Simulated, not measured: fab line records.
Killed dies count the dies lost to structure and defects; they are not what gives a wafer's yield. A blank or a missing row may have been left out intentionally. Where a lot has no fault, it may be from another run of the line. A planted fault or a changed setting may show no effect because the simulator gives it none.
fab line records	flow nand-harc
record: lots: 24	wafers: 72	last-day: 24
route steps=1159 shown A_STAIRCASE@705 A_SGD_CUT@760 A_SLIT@797 A_WL_FILL@832 A_CONTACT@840
lots with no fault: from the same line, run without faults
start-h: the number of hours between the record's first day and the start of the first shown wafer of the lot	wait-h: hours from the lot's prior step to this one	" unchanged from the row above	L1.1+2: a row that stands for several wafers	- value missing, or start not given	* or withheld: withheld	< > ~ a bound
route shown NAME@n: names a module that has steps shown in the file, with the first one's number in the route	usual: the fault-free wafers' mean and standard deviation	same: alike in all rows	chamber/n: place in a boat	sites: readings site by site	_std_site: standard deviation of those values	_edge_site: outer sites' mean less inner sites'	radius-mm: how far each site lies from the wafer's centre	mask NAME#n: copy n	behind: the tool/chamber that last shaped the wafer	hold: what put the lot on hold/how long, in hours/how the hold closed	device: names the non-switching transistor (n, p or np)	end of line: the same wafers' tests at the end of the route	where a step has no rows: the recipe by itself	killed: dies lost to structure and defects at the first sort, not the wafer's yield	map: dies across one wafer; x = killed, . = not, _ = none there
set.NAME: the setting the step ran with; set.NAME@STEP: the setting that earlier step ran with	model.NAME: the simulator's own value behind a step, which no gauge read
a sample of lots followed through the steps of the route, with each step as a table and each wafer as a row
services: a tool's chamber out of use, with start hour (start-h, from the record's first day; less than 0 if before it), hours out, and reason
== steps ==
step: NHARC_A_STAIRCASE_ALD_420
recipe: target-thk-a: 200	pulse-time-s: 6	ald-cycles: 200	temp-c: 300	material: SiO2
usual: heater-power-w: 481/50	precursor-pulse-height-rel: 0.995/0.019
lot.wafer	tool	chamber	start-h	wait-h	heater-power-w	precursor-pulse-height-rel	since-wet-clean-h
L075.4	ald-hk-03	2	274.52	-	527	0.973	120
L075.3	"	3	"	"	563	1.011	121
L075.2	"	1	"	"	503	1.026	121
L074.4	ald-hk-03	2	275.45	1.0	531	1.001	121
L074.1	"	1	"	"	500	1.004	122
L074.5	"	2	"	"	528	1.014	-
L076.2	ald-hk-02	3	278.24	-	491	1.000	165
L076.1	"	1	"	"	382	0.974	166
L076.6	"	3	"	"	481	0.996	-
L077.4	ald-hk-03	1	278.90	0.7	503	0.971	125
L077.1	"	2	"	"	537	1.006	125
L077.5	"	0	"	"	451	1.016	-
L078.3	ald-hk-03	3	290.29	-	574	1.013	136
L078.5	"	2	"	"	542	1.017	-
L078.6	"	3	"	"	574	0.991	-
L080.2	ald-hk-02	0	298.82	-	447	0.967	8
L080.3	"	2	"	"	511	0.990	8
L080.4	"	3	"	"	469	0.983	8
L079.2	ald-hk-01	3	302.10	-	489	0.975	60
L079.1	"	1	"	"	492	0.999	61
L079.5	"	0	"	"	524	0.968	-
L081.2	ald-hk-03	0	316.94	-	454	1.003	163
L081.4	"	3	"	"	561	1.011	163
L081.5	"	0	"	"	457	0.998	-
L082.2	ald-hk-02	2	317.39	-	507	0.987	26
L082.5	"	3	"	"	465	0.978	-
L082.6	"	0	"	"	446	0.983	-
L083.2	ald-hk-02	2	320.50	-	504	0.997	30
L083.4	"	0	"	"	443	0.988	30
L083.3	"	1	"	"	373	1.017	30
L084.2	ald-hk-03	0	320.66	-	455	0.994	167
L084.1	"	1	"	"	519	1.049	167
L084.4	"	2	"	"	522	1.010	167
L085.1	ald-hk-02	3	336.97	-	455	0.989	46
L085.3	"	1	"	"	380	1.006	46
L085.2	"	2	"	"	530	0.981	46
L087.1	ald-hk-01	1	336.97	-	500	0.963	95
L087.4	"	2	"	"	481	0.990	95
L087.6	"	2	"	"	479	1.002	-
L086.3	ald-hk-03	2	345.73	-	481	0.977	14
L086.1	"	0	"	"	451	0.970	14
L086.6	"	2	"	"	486	1.020	-
L088.1	ald-hk-02	3	350.83	-	469	1.010	60
L088.2	"	0	"	"	448	1.015	60
L088.4	"	1	"	"	373	0.971	60
L090.4	ald-hk-03	1	359.47	-	475	0.970	27
L090.1	"	2	"	"	478	0.984	28
L090.3	"	0	"	"	436	1.002	28
L089.2	ald-hk-02	0	359.50	-	445	0.997	69
L089.3	"	1	"	"	374	0.970	69
L089.5	"	1	"	"	363	1.005	-
L091.4	ald-hk-02	3	363.30	-	460	0.997	72
L091.2	"	1	"	"	374	1.005	73
L091.5	"	3	"	"	459	0.990	-
L092.3	ald-hk-03	3	374.59	-	542	0.968	42
L092.6	"	2	"	"	467	0.968	-
L092.5	"	3	"	"	548	0.995	-
L094.1	ald-hk-02	2	386.32	-	506	0.964	95
L094.3	"	3	"	"	457	0.992	95
L094.5	"	2	"	"	495	0.975	-
L093.4	ald-hk-02	2	387.26	-	513	0.985	96
L093.2	"	3	"	"	456	0.976	96
L093.3	"	1	"	"	375	0.988	97
L096.3	ald-hk-03	2	395.58	-	472	1.012	63
L096.4	"	1	"	"	457	0.985	64
L096.6	"	3	"	"	544	0.976	-
L095.2	ald-hk-03	3	401.81	-	547	1.003	70
L095.3	"	2	"	"	472	0.988	70
L095.5	"	3	"	"	552	0.977	-
L097.4	ald-hk-03	0	404.73	-	436	0.980	73
L097.2	"	2	"	"	477	1.033	73
L097.5	"	3	"	"	552	0.997	-
step: NHARC_A_STAIRCASE_ETCHBACK_422
recipe: target-depth-a: 400	over-etch-frac: 0.3	time-s: 74.286	ion-energy-ev: 120	ch3f-flow-sccm: 50	o2-flow-sccm: 30	ar-flow-sccm: 200	rf-w: 500	bias-w: 100	chemistry: CH3F/O2
usual: drypump-motor-current-A: 5.7/0.35	oes-product-au: 0.98/0.036	rf-vpp-V: 244.5/1.5	showerhead-plenum-p-Torr: 2.47/0.09	throttle-valve-pct: 20.663/0.0092
lot.wafer	tool	chamber	start-h	wait-h	drypump-motor-current-A	oes-product-au	rf-hours-counter-h	rf-vpp-V	showerhead-plenum-p-Torr	throttle-valve-pct
L074.1	rie-diel-01	3	309.34	0.1	6.0	0.92	61	244.5	2.50	20.649
L074.4	"	1	"	"	5.9	0.92	56	243.2	2.31	20.658
L074.5	"	0	"	"	5.4	0.92	-	244.8	2.50	20.670
L075.3	rie-diel-01	3	309.62	0.1	6.1	1.00	61	246.0	2.50	20.642
L075.2	"	1	"	"	5.8	1.01	56	242.7	2.31	20.666
L075.4	"	2	"	"	5.8	1.01	59	246.3	2.58	20.659
L077.1	rie-diel-13	1	314.98	0.2	5.5	1.01	12	246.5	2.50	20.667
L077.4	"	3	"	"	5.5	1.01	11	244.0	2.39	20.649
L077.5	"	1	"	"	5.5	1.00	-	243.8	2.50	20.658
L076.2	rie-diel-13	2	315.13	0.1	5.2	1.02	12	245.6	2.48	20.682
L076.1	"	3	"	"	5.5	1.01	11	242.9	2.39	20.653
L076.6	"	3	"	"	5.5	1.01	-	244.6	2.39	20.669
L078.3	rie-diel-01	2	329.29	0.1	5.8	1.00	2	244.5	2.58	20.673
L078.5	"	0	"	"	5.4	0.99	-	245.1	2.50	20.662
L078.6	"	1	"	"	5.9	1.00	-	241.5	2.31	20.670
L079.1	rie-diel-13	2	340.30	0.1	5.2	1.02	21	244.6	2.48	20.644
L079.2	"	0	"	"	6.7	1.02	21	246.5	2.63	20.662
L079.5	"	2	"	"	5.2	1.02	-	243.6	2.48	20.656
L080.3	rie-diel-11	2	340.58	0.1	5.6	0.92	55	241.5	2.37	20.657
L080.2	"	3	"	"	5.8	0.92	53	245.8	2.54	20.664
L080.4	"	0	"	"	5.5	0.93	52	245.7	2.58	20.669
L081.4	rie-diel-13	3	355.96	0.2	5.5	0.93	28	243.3	2.39	20.649
L081.2	"	1	"	"	5.5	0.94	28	245.1	2.49	20.672
L081.5	"	3	"	"	5.5	0.93	-	244.0	2.39	20.669
L082.2	rie-diel-13	2	356.03	0.2	5.2	1.01	29	245.8	2.48	20.665
L082.5	"	2	"	"	5.2	1.01	-	245.8	2.48	20.656
L082.6	"	3	"	"	5.5	1.00	-	242.9	2.39	20.655
L084.2	rie-diel-01	0	362.22	0.1	5.4	0.99	18	244.2	2.49	20.659
L084.4	"	1	"	"	5.9	1.02	16	242.0	2.31	20.647
L084.1	"	2	"	"	5.8	1.00	14	244.9	2.58	20.684
L083.3	rie-diel-11	3	362.49	0.1	5.8	0.92	61	245.3	2.54	20.655
L083.2	"	0	"	"	5.5	0.93	60	246.2	2.58	20.659
L083.4	"	2	"	"	5.6	0.93	62	244.0	2.36	20.675
L087.1	rie-diel-01	2	377.29	0.1	5.8	0.96	20	246.1	2.57	20.657
L087.4	"	1	"	"	5.9	0.96	21	242.6	2.31	20.658
L087.6	"	2	"	"	5.8	0.98	-	246.1	2.57	20.654
L085.3	rie-diel-13	1	377.48	0.1	5.5	1.00	37	244.7	2.49	20.659
L085.2	"	2	"	"	5.2	1.02	38	244.1	2.47	20.661
L085.1	"	3	"	"	5.5	0.99	38	242.0	2.39	20.673
L086.3	rie-diel-01	3	378.93	0.1	6.0	0.97	24	245.9	2.49	20.665
L086.1	"	1	"	"	5.9	1.00	21	240.7	2.31	20.650
L086.6	"	3	"	"	6.1	0.98	-	244.7	2.49	20.686
L088.2	rie-diel-11	3	387.53	0.1	5.8	1.01	4	245.0	2.54	20.654
L088.4	"	0	"	"	5.5	1.01	5	245.9	2.57	20.660
L088.1	"	1	"	"	5.8	0.98	4	243.5	2.39	20.674
L091.4	rie-diel-11	3	398.49	0.1	5.8	1.00	9	246.3	2.54	20.672
L091.2	"	0	"	"	5.4	1.00	8	245.4	2.57	20.662
L091.5	"	1	"	"	5.8	0.97	-	242.0	2.39	20.658
L090.3	rie-diel-01	1	398.59	0.1	5.9	0.92	27	242.6	2.30	20.671
L090.1	"	2	"	"	5.8	0.92	26	246.5	2.57	20.663
L090.4	"	3	"	"	6.1	0.91	30	244.8	2.48	20.663
L089.3	rie-diel-11	0	399.36	0.2	5.4	1.00	9	244.8	2.57	20.691
L089.2	"	2	"	"	5.6	1.01	8	242.3	2.36	20.674
L089.5	"	0	"	"	5.5	1.00	-	246.6	2.57	20.662
L092.3	rie-diel-11	0	409.03	0.1	5.4	1.01	12	245.8	2.57	20.664
L092.6	"	3	"	"	5.8	0.99	-	244.9	2.54	20.662
L092.5	"	0	"	"	5.4	0.99	-	245.4	2.57	20.646
L094.1	rie-diel-11	2	422.74	0.2	5.6	1.00	14	243.0	2.36	20.658
L094.3	"	3	"	"	5.8	0.98	17	244.5	2.53	20.643
L094.5	"	2	"	"	5.6	1.00	-	243.5	2.36	20.660
L093.3	rie-diel-01	1	422.89	0.1	5.9	1.00	37	242.4	2.30	20.662
L093.2	"	2	"	"	5.8	0.99	35	244.3	2.57	20.658
L093.4	"	3	"	"	6.0	0.98	38	244.4	2.48	20.665
L095.3	rie-diel-11	0	436.51	0.2	5.5	0.93	23	244.5	2.57	20.662
L095.2	"	1	"	"	5.8	0.90	20	243.9	2.38	20.673
L095.5	"	2	"	"	5.6	0.93	-	243.4	2.36	20.654
L097.2	rie-diel-13	1	437.01	0.1	5.5	0.92	60	243.7	2.48	20.676
L097.4	"	3	"	"	5.5	0.92	60	243.0	2.38	20.678
L097.5	"	1	"	"	5.5	0.91	-	246.1	2.48	20.651
L096.3	rie-diel-01	0	437.20	0.2	5.4	0.98	43	243.8	2.48	20.662
L096.4	"	3	"	"	6.1	0.98	-	243.3	2.48	20.657
L096.6	"	0	"	"	5.4	1.00	-	245.7	2.48	20.664
step: NHARC_A_SGD_CUT_INSPECT_11
usual: raw-defect-count: 19/9.9
lot.wafer	tool	chamber	start-h	wait-h	raw-defect-count
L074.1	defect-inspect-01	-	311.53	0.0	21
L074.4	"	-	"	"	18
L074.5	"	-	"	"	22
L075.2	defect-inspect-01	-	311.83	0.0	22
L075.3	"	-	"	"	25
L075.4	"	-	"	"	22
L077.1	defect-inspect-01	-	317.10	0.0	24
L077.4	"	-	"	"	25
L077.5	"	-	"	"	21
L076.1	defect-inspect-02	-	317.41	0.0	14
L076.2	"	-	"	"	7
L076.6	"	-	"	"	10
L078.3	defect-inspect-02	-	331.42	0.0	12
L078.5	"	-	"	"	7
L078.6	"	-	"	"	9
L079.1	defect-inspect-01	-	342.97	0.0	13
L079.2	"	-	"	"	8
L079.5	"	-	"	"	8
L080.2	defect-inspect-01	-	343.34	0.0	29
L080.3	"	-	"	"	24
L080.4	"	-	"	"	18
L081.2	defect-inspect-01	-	358.04	0.1	27
L081.4	"	-	"	"	31
L081.5	"	-	"	"	31
L082.2	defect-inspect-01	-	358.40	0.0	14
L082.5	"	-	"	"	4
L082.6	"	-	"	"	6
L084.1	defect-inspect-02	-	364.41	0.0	9
L084.2	"	-	"	"	9
L084.4	"	-	"	"	5
L083.2	defect-inspect-01	-	364.67	0.0	27
L083.3	"	-	"	"	24
L083.4	"	-	"	"	28
L087.1	defect-inspect-01	-	379.35	0.1	7
L087.4	"	-	"	"	8
L087.6	"	-	"	"	5
L085.1	defect-inspect-02	-	379.70	0.0	30
L085.2	"	-	"	"	34
L085.3	"	-	"	"	31
L086.1	defect-inspect-01	-	381.35	0.0	15
L086.3	"	-	"	"	12
L086.6	"	-	"	"	5
L088.1	defect-inspect-02	-	389.71	0.0	32
L088.2	"	-	"	"	32
L088.4	"	-	"	"	25
L091.2	defect-inspect-02	-	400.65	0.0	37
L091.4	"	-	"	"	26
L091.5	"	-	"	"	34
L090.1	defect-inspect-01	-	400.83	0.0	28
L090.3	"	-	"	"	25
L090.4	"	-	"	"	30
L089.2	defect-inspect-02	-	401.63	0.0	11
L089.3	"	-	"	"	12
L089.5	"	-	"	"	17
L092.3	defect-inspect-02	-	411.23	0.0	9
L092.5	"	-	"	"	8
L092.6	"	-	"	"	11
L094.1	defect-inspect-01	-	425.05	0.0	10
L094.3	"	-	"	"	12
L094.5	"	-	"	"	8
L093.2	defect-inspect-02	-	425.23	0.0	37
L093.3	"	-	"	"	32
L093.4	"	-	"	"	31
L095.2	defect-inspect-01	-	438.57	0.0	14
L095.3	"	-	"	"	8
L095.5	"	-	"	"	19
L097.2	defect-inspect-02	-	439.06	0.0	13
L097.4	"	-	"	"	19
L097.5	"	-	"	"	19
L096.3	defect-inspect-01	-	439.45	0.0	4
L096.4	"	-	"	"	16
L096.6	"	-	"	"	14
step: NHARC_A_SLIT_ETCH_26
recipe: bias-v: 400	source-w: 2000	pressure-mtorr: 25	time-s: 90	ar-flow-sccm: 375	c4f8-flow-sccm: 41.7	o2-flow-sccm: 83.3	target-depth-a: 4000	chemistry: C4F8/O2/Ar
usual: drypump-motor-current-A: 5.81/0.29	showerhead-plenum-p-Torr: 3.65/0.08	throttle-valve-pct: 27.620/0.0089
lot.wafer	tool	chamber	start-h	wait-h	drypump-motor-current-A	rf-hours-counter-h	showerhead-plenum-p-Torr	throttle-valve-pct
L074.1	har-etch-01	0	323.80	1.2	5.52	1	3.56	27.610
L074.4	"	1	"	"	6.16	-	3.75	27.624
L074.5	"	0	"	"	5.53	-	3.56	27.625
L075.2	har-etch-02	0	323.98	1.0	5.54	169	3.66	27.623
L075.4	"	1	"	"	6.03	-	3.72	27.626
L075.3	"	0	"	"	5.55	-	3.66	27.627
L076.2	har-etch-01	1	331.93	1.2	6.10	7	3.75	27.613
L076.1	"	0	"	"	5.48	7	3.56	27.607
L076.6	"	0	"	"	5.50	-	3.56	27.608
L077.1	har-etch-01	0	333.59	1.2	5.51	8	3.56	27.624
L077.4	"	0	"	"	5.50	-	3.56	27.622
L077.5	"	1	"	"	6.12	-	3.75	27.614
L078.3	har-etch-02	0	347.19	0.8	5.54	-	3.65	27.633
L078.5	"	0	"	"	5.54	-	3.65	27.629
L078.6	"	1	"	"	5.97	-	3.71	27.634
L079.2	har-etch-02	1	355.33	1.2	5.96	184	3.71	27.634
L079.1	"	0	"	"	5.54	184	3.65	27.616
L079.5	"	1	"	"	5.98	-	3.71	27.621
L080.2	har-etch-01	0	355.50	1.3	5.50	18	3.55	27.611
L080.3	"	0	"	"	5.50	-	3.55	27.614
L080.4	"	1	"	"	6.11	-	3.74	27.605
L081.2	har-etch-02	1	370.40	1.0	6.07	189	3.71	27.617
L081.4	"	1	"	"	6.04	-	3.71	27.628
L081.5	"	0	"	"	5.56	-	3.65	27.610
L082.2	har-etch-01	1	371.13	1.3	6.15	23	3.74	27.621
L082.6	"	1	"	"	6.15	-	3.74	27.623
L082.5	"	0	"	"	5.51	-	3.55	27.624
L083.2	har-etch-01	0	378.13	1.2	5.51	25	3.55	27.637
L083.4	"	0	"	"	5.50	-	3.55	27.625
L083.3	"	1	"	"	6.12	-	3.74	27.605
L084.1	har-etch-01	1	379.82	1.2	6.13	26	3.74	27.623
L084.2	"	0	"	"	5.50	26	3.55	27.620
L084.4	"	1	"	"	6.14	-	3.74	27.634
L085.2	har-etch-01	0	393.30	1.2	5.51	35	3.55	27.618
L085.1	"	1	"	"	6.14	35	3.73	27.622
L085.3	"	0	"	"	5.53	-	3.54	27.625
L087.1	har-etch-02	1	394.47	1.2	5.97	203	3.70	27.626
L087.4	"	0	"	"	5.56	-	3.64	27.619
L087.6	"	1	"	"	6.00	-	3.70	27.614
L086.1	har-etch-01	1	394.99	1.3	6.13	37	3.73	27.623
L086.3	"	0	"	"	5.49	-	3.54	27.616
L086.6	"	0	"	"	5.50	-	3.54	27.610
L088.2	har-etch-01	1	401.88	1.2	6.16	38	3.73	27.625
L088.1	"	0	"	"	5.50	38	3.54	27.601
L088.4	"	0	"	"	5.50	-	3.54	27.624
L090.1	har-etch-01	1	415.19	1.3	6.15	44	3.73	27.620
L090.4	"	1	"	"	6.14	-	3.73	27.606
L090.3	"	0	"	"	5.51	-	3.54	27.618
L091.2	har-etch-01	0	416.88	1.2	5.51	45	3.54	27.631
L091.4	"	0	"	"	5.52	-	3.54	27.633
L091.5	"	1	"	"	6.12	-	3.73	27.596
L089.2	har-etch-02	1	418.16	1.0	6.03	216	3.69	27.637
L089.3	"	0	"	"	5.55	-	3.64	27.615
L089.5	"	1	"	"	6.01	-	3.69	27.615
L092.3	har-etch-01	1	425.23	0.6	6.13	-	3.73	27.626
L092.5	"	0	"	"	5.49	-	3.54	27.630
L092.6	"	1	"	"	6.13	-	3.72	27.621
L093.2	har-etch-01	1	439.45	1.2	6.13	52	3.72	27.619
L093.3	"	1	"	"	6.15	-	3.72	27.628
L093.4	"	0	"	"	5.50	-	3.54	27.629
L094.1	har-etch-01	0	441.14	1.0	5.51	54	3.53	27.629
L094.3	"	1	"	"	6.15	-	3.72	27.629
L094.5	"	0	"	"	5.50	-	3.54	27.615
L097.2	har-etch-02	0	450.55	1.2	5.55	225	3.63	27.607
L097.4	"	1	"	"	6.03	-	3.69	27.622
L097.5	"	0	"	"	5.53	-	3.63	27.618
L096.3	har-etch-02	0	452.30	0.8	5.56	-	3.63	27.620
L096.4	"	1	"	"	5.99	-	3.69	27.614
L096.6	"	1	"	"	5.98	-	3.69	27.625
L095.2	har-etch-01	0	452.59	1.0	5.49	59	3.53	27.632
L095.3	"	0	"	"	5.50	-	3.53	27.626
L095.5	"	0	"	"	5.50	-	3.53	27.627
step: NHARC_A_WL_FILL_ALD_19
recipe: target-thk-a: 20	pulse-time-s: 3	ald-cycles: 100	temp-c: 450	material: TiN
usual: heater-power-w: 1076/100	precursor-pulse-height-rel: 1.003/0.021
lot.wafer	tool	chamber	start-h	wait-h	heater-power-w	precursor-pulse-height-rel	since-wet-clean-h
L075.3	ald-metal-01	0	352.06	0.1	965	0.984	62
L075.2	"	2	"	"	975	1.006	62
L075.4	"	3	"	"	989	1.005	62
L074.4	ald-metal-03	2	356.66	0.1	1043	0.999	25
L074.1	"	0	"	"	1160	1.013	25
L074.5	"	2	"	"	1003	1.014	-
L076.1	ald-metal-04	0	362.42	0.1	1224	1.002	124
L076.2	"	1	"	"	1260	1.003	124
L076.6	"	1	"	"	1285	1.002	-
L077.1	ald-metal-01	0	362.46	0.1	962	1.015	72
L077.4	"	1	"	"	1010	0.995	73
L077.5	"	2	"	"	983	1.031	-
L078.3	ald-metal-01	3	382.43	0.1	1006	0.972	92
L078.6	"	2	"	"	959	0.996	-
L078.5	"	3	"	"	1001	1.011	-
L080.3	ald-metal-03	2	386.59	0.1	1020	0.971	55
L080.2	"	3	"	"	1114	1.020	55
L080.4	"	1	"	"	1187	0.991	55
L079.2	ald-metal-04	2	388.94	0.1	1125	1.025	151
L079.1	"	1	"	"	1254	1.046	151
L079.5	"	3	"	"	1112	1.024	-
L081.2	ald-metal-03	3	400.29	0.1	1118	0.995	68
L081.5	"	0	"	"	1156	1.009	-
L081.4	"	1	"	"	1199	0.993	-
L082.2	ald-metal-01	0	400.32	0.1	968	1.005	110
L082.6	"	3	"	"	1000	1.001	-
L082.5	"	0	"	"	960	0.967	-
L084.4	ald-metal-01	2	412.27	0.1	972	0.988	122
L084.1	"	3	"	"	993	1.012	122
L084.2	"	0	"	"	954	0.994	122
L083.2	ald-metal-03	0	412.29	0.1	1139	0.968	80
L083.3	"	1	"	"	1204	1.035	80
L083.4	"	3	"	"	1149	1.019	-
L085.2	ald-metal-03	1	425.59	0.1	1226	0.986	94
L085.1	"	3	"	"	1103	1.004	94
L085.3	"	0	"	"	1196	0.985	94
L087.1	ald-metal-01	0	425.61	0.1	938	1.034	136
L087.4	"	2	"	"	1014	1.031	136
L087.6	"	3	"	"	988	0.969	-
L086.3	ald-metal-01	3	429.04	0.1	1013	1.021	139
L086.1	"	0	"	"	956	1.005	139
L086.6	"	3	"	"	999	1.000	-
L088.1	ald-metal-03	0	434.19	0.1	1172	1.009	102
L088.4	"	1	"	"	1218	1.014	102
L088.2	"	3	"	"	1131	1.004	102
L090.3	ald-metal-03	0	444.70	0.1	1185	1.024	113
L090.1	"	1	"	"	1210	0.978	113
L090.4	"	2	"	"	987	1.005	113
L091.4	ald-metal-04	2	444.72	0.1	1103	0.983	29
L091.2	"	0	"	"	1252	0.992	29
L091.5	"	2	"	"	1064	0.990	-
L089.2	ald-metal-04	1	452.81	0.1	1236	0.997	37
L089.3	"	2	"	"	1088	0.995	37
L089.5	"	0	"	"	1293	1.033	-
L092.3	ald-metal-01	2	457.18	0.1	989	1.015	167
L092.6	"	1	"	"	1045	1.012	-
L092.5	"	2	"	"	977	0.994	-
L093.4	ald-metal-04	1	470.54	0.1	1226	1.039	55
L093.2	"	2	"	"	1064	1.033	55
L093.3	"	0	"	"	1271	0.979	55
L094.1	ald-metal-01	2	470.56	0.1	958	1.021	3
L094.3	"	3	"	"	1017	0.990	3
L094.5	"	1	"	"	1042	1.021	-
L096.4	ald-metal-03	2	479.48	0.1	1017	0.980	148
L096.3	"	0	"	"	1199	0.980	148
L096.6	"	3	"	"	1132	1.008	-
L097.4	ald-metal-01	1	479.53	0.1	1058	0.994	12
L097.2	"	3	"	"	1009	1.003	12
L097.5	"	0	"	"	912	0.982	-
L095.2	ald-metal-01	1	482.89	0.1	1053	1.007	15
L095.3	"	2	"	"	962	1.005	15
L095.5	"	3	"	"	1008	1.032	-
step: NHARC_A_CONTACT_DEP_24
recipe: target-thk-a: 5000	temp-c: 400	pressure-torr: 6.5	rf-w: 900	teos-flow-sccm: 161.4	flow-sccm: 2650	target-thk-nm: 500	gas: O2	material: SiO2
usual: flow-sccm: 2650/7.7	heater-power-w: 594/97	throttle-valve-pct: 15.8/0.45
lot.wafer	tool	chamber	start-h	wait-h	flow-sccm	heater-power-w	since-wet-clean-h	throttle-valve-pct
L075.3	pecvd-03	1	357.77	0.1	2640	453	52	16.0
L075.2	"	2	"	"	2649	601	53	15.6
L075.4	"	0	"	"	2656	636	-	15.8
L074.1	pecvd-04	2	363.02	0.1	2654	566	155	15.0
L074.4	"	0	"	"	2647	660	-	16.6
L074.5	"	1	"	"	2651	605	-	15.6
L077.1	pecvd-03	0	368.31	0.1	2660	619	63	15.5
L077.5	"	2	"	"	2648	531	-	15.5
L077.4	"	1	"	"	2647	512	-	15.8
L076.2	pecvd-04	0	368.31	0.1	2656	538	160	16.7
L076.1	"	2	"	"	2668	676	160	15.0
L076.6	"	1	"	"	2652	551	-	15.8
L078.3	pecvd-01	2	391.54	0.1	2652	759	142	16.7
L078.5	"	2	"	"	2657	606	-	16.6
L078.6	"	0	"	"	2652	517	-	16.8
L080.3	pecvd-01	0	397.25	0.1	2656	447	147	16.6
L080.2	"	1	"	"	2661	447	147	16.2
L080.4	"	1	"	"	2654	461	-	16.0
L079.2	pecvd-01	2	402.34	0.1	2665	691	152	16.4
L079.1	"	1	"	"	2642	404	152	16.0
L079.5	"	1	"	"	2648	430	-	16.0
L082.2	pecvd-04	2	406.59	0.1	2651	634	17	15.5
L082.5	"	2	"	"	2646	511	-	15.3
L082.6	"	1	"	"	2658	738	-	14.9
L081.2	pecvd-03	0	406.92	0.1	2641	632	102	15.7
L081.4	"	0	"	"	2647	651	-	15.6
L081.5	"	1	"	"	2649	537	-	15.9
L084.2	pecvd-04	2	418.01	0.1	2647	538	29	15.7
L084.1	"	1	"	"	2666	691	29	15.2
L084.4	"	1	"	"	2660	708	-	15.0
L083.2	pecvd-03	1	420.08	0.1	2638	491	115	15.7
L083.3	"	2	"	"	2649	633	115	15.7
L083.4	"	2	"	"	2658	480	-	15.7
L087.1	pecvd-03	0	433.59	0.2	2645	639	128	15.7
L087.4	"	1	"	"	2652	537	-	16.2
L087.6	"	0	"	"	2653	525	-	15.5
L085.1	pecvd-04	0	433.70	0.1	2651	598	44	16.2
L085.3	"	1	"	"	2637	665	44	15.4
L085.2	"	2	"	"	2655	666	44	15.4
L086.1	pecvd-04	2	438.29	0.1	2648	593	49	15.7
L086.3	"	0	"	"	2653	605	49	15.9
L086.6	"	0	"	"	2638	650	-	16.0
L088.2	pecvd-04	0	442.40	0.1	2637	625	53	16.2
L088.1	"	1	"	"	2654	742	53	14.9
L088.4	"	2	"	"	2645	648	-	15.7
L090.1	pecvd-03	1	450.68	0.3	2638	572	145	15.8
L090.3	"	0	"	"	2671	617	145	15.5
L090.4	"	2	"	"	2642	639	-	16.2
L091.2	pecvd-04	0	450.71	0.4	2663	645	61	16.0
L091.5	"	2	"	"	2673	578	-	15.5
L091.4	"	0	"	"	2651	682	-	16.0
L089.2	pecvd-01	1	458.74	0.1	2631	464	28	15.7
L089.3	"	2	"	"	2661	804	28	15.8
L089.5	"	1	"	"	2651	469	-	15.7
L092.3	pecvd-03	0	463.01	0.1	2656	552	158	15.8
L092.5	"	0	"	"	2658	565	-	15.6
L092.6	"	1	"	"	2641	511	-	15.9
L093.2	pecvd-01	1	476.48	0.2	2647	422	45	15.7
L093.3	"	0	"	"	2653	544	46	16.3
L093.4	"	0	"	"	2645	561	-	16.3
L094.3	pecvd-04	0	476.72	0.4	2646	656	87	15.9
L094.1	"	1	"	"	2662	607	87	15.1
L094.5	"	0	"	"	2650	687	-	16.1
L096.3	pecvd-04	1	485.24	0.1	2650	773	96	15.3
L096.6	"	1	"	"	2662	592	-	15.3
L096.4	"	0	"	"	2648	630	-	16.3
L097.2	pecvd-01	2	485.51	0.2	2657	758	55	16.1
L097.4	"	0	"	"	2651	523	-	16.3
L097.5	"	1	"	"	2657	357	-	15.5
L095.3	pecvd-01	1	491.93	0.1	2645	444	61	15.8
L095.2	"	2	"	"	2629	722	61	16.2
L095.5	"	1	"	"	2638	457	-	15.6
== services ==
tool	chamber	start-h	hours	kind
ald-metal-01	-	265.95	0.9	repair
rie-diel-13	-	276.27	9.0	pm
ald-metal-01	-	280.00	10.0	pm
ald-hk-02	-	281.27	10.0	pm
rie-diel-01	2	296.42	3.8	repair
ald-metal-01	0	300.62	18.3	repair
har-etch-01	-	305.00	17.0	pm
rie-diel-01	-	314.88	9.0	pm
ald-metal-03	-	322.00	10.0	pm
ald-hk-03	-	322.45	10.0	pm
pecvd-04	2	337.80	19.8	repair
ald-metal-03	3	362.03	10.6	repair
rie-diel-01	2	362.64	2.9	repair
rie-diel-11	-	366.50	9.0	pm
pecvd-04	-	376.56	13.0	pm
ald-metal-03	2	395.03	22.2	repair
rie-diel-01	2	423.97	50.2	repair
ald-metal-01	3	439.75	14.2	repair
ald-metal-01	-	458.00	10.0	pm
ald-hk-02	-	459.27	10.0	pm
ald-hk-03	-	461.21	1.5	repair
rie-diel-01	3	466.91	9.3	repair
pecvd-04	2	477.63	5.5	repair
rie-diel-01	-	491.88	9.0	pm
== key ==
fault none
